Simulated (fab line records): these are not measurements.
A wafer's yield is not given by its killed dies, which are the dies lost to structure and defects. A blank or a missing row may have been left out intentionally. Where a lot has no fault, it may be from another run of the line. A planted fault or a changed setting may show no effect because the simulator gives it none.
A lot that was struck, set against a sound lot || flow nand harc || 15 out of 1302 route steps
Sound: wafers L819.2, L819.3, L819.5. Struck: wafer L814.2. (L814.1, L814.6 of the same lot were not struck and are left out.) The cause comes at the end.
Per side, at each step with rows, come the tool, then ch with its chambers, and then its first start. Under that, the readings that differ: sound wafers || struck wafers || difference of the means || sigmas: that difference in standard deviations of wafers without a fault.
alike: words and numbers the same on both sides, and readings whose means are apart by under 2 such deviations; not compared: readings that were withheld, readings missing a value for some wafer, numbers with overlapping values and no deviation given by the record, and bounds like >300 which may hide the same value.
The two part at a step that has a row with sigmas, a row that says differs or no value, or rows on one side only. When numbers do not overlap yet have no deviation, they are printed without sigmas and do not part them. A reading missing from all wafers of one side parts the sides only when that side holds two or more wafers.

first, 3 steps without rows for these wafers: NHARC_THIN_TSV_EXPOSE_09 (exposes mask TSV); NHARC_THIN_TSV_PEB_10 (peb time 85 s); NHARC_THIN_TSV_DEVELOP_11 (time 70 s).
NHARC_THIN_TSV_CD_MEAS_12 targets a cd of 1000 nm.
  sound on cd sem-01 ch 0, day 29 07:08; struck on cd sem-01 ch 0, day 27 23:54
{"reading": "cd nm (nm)", "sound": "1000.9 1001.4 1002.2", "struck": 998.2, "difference": -3.3, "sigmas": -2}
then, 1 step without rows for these wafers: NHARC_THIN_TSV_HARDBAKE_13 (time 80 s).
NHARC_THIN_TSV_DESCUM_14: chemistry O2, time 3 s.
  sound on rie diel-12 ch 0,3, day 29 07:17; struck on rie diel-12 ch 0, day 28 00:04
  alike: drypump motor current A, oes product au, rf vpp V, showerhead plenum p Torr, throttle valve pct
  not compared: rf hours counter h
NHARC_THIN_TSV_ETCH_44: etches the open film in CF4/O2, target depth 1594.2 nm, time 797.1 s.
  sound on rie diel-12 ch 0,1,3, day 29 07:28; struck on rie diel-12 ch 1, day 28 00:08
  alike: drypump motor current A, oes product au, rf vpp V, showerhead plenum p Torr, throttle valve pct
  not compared: rf hours counter h
NHARC_THIN_TSV_ETCH_15: target depth 3000 nm, bosch target overetch cycles 2, bosch etch step 2.8 s.
  sound on rie si-03 ch 0,3, day 29 08:05; struck on rie si-04 ch 2, day 28 00:44
  alike: drypump motor current A
  not compared: rf hours counter h
NHARC_THIN_TSV_CD_MEAS_16:
  struck on cd sem-02, day 28 00:52; sound on cd sem-02, day 29 08:13
{"reading": "cd nm (nm)", "sound": "1000.9 1001.9 1002.1", "struck": 998.1, "difference": -3.5, "sigmas": -3}
then, 2 steps without rows for these wafers: NHARC_THIN_TSV_STRIP_45 (strips in O2); NHARC_THIN_TSV_STRIP_46 (strips in post etch residue remover, time 1200 s).
NHARC_THIN_TSV_DEP_47: deposits SiO2, target thk 200 nm.
  sound on pecvd-02 ch 0,1,2, day 29 09:08; struck on pecvd-01 ch 1, day 28 01:49
  alike: chamber pressure Torr, throttle valve pct
NHARC_THIN_TSV_ETCHBACK_48: etches the open film in C4F8/Ar, target depth 1028.5 nm, time 405.17 s.
  sound on rie diel-08 ch 0,3, day 29 09:30; struck on rie diel-09 ch 0, day 28 02:14
{"reading": "oes product au (a.u.)", "sound": "0.913 0.937 0.923", "struck": 1.103, "difference": "+0.179", "sigmas": "+6"}
  alike: rf vpp V
  not compared: rf hours counter h
NHARC_THIN_TSV_STRIP_62: strips in N2/H2, time 20 s.
  sound on plasma asher-01 ch 0,1, day 29 09:52; struck on plasma asher-01 ch 1, day 28 02:32
  alike: drypump motor current A, heater power w
  not compared: rf hours counter h
NHARC_END_SORT_01:
  sound on prober-02 ch 0, day 29 23:00; struck on prober-01 ch 0, day 28 16:28
  alike: defect limited yield, killed at array, killed at other, killed at periphery, killed dies, killed open, killed short, sort_bin_2_pct, sort_bin_3_pct, sort_bin_4_pct, sort n pass, sort rim yield pct, sort yield pct

== WHERE THEY PART ==
At NHARC_THIN_TSV_CD_MEAS_12 first; at NHARC_THIN_TSV_ETCHBACK_48 last (within this record only). Later steps at which nothing parts them and some readings are alike: NHARC_THIN_TSV_STRIP_62, NHARC_END_SORT_01.

WHY: the cause the simulator had injected
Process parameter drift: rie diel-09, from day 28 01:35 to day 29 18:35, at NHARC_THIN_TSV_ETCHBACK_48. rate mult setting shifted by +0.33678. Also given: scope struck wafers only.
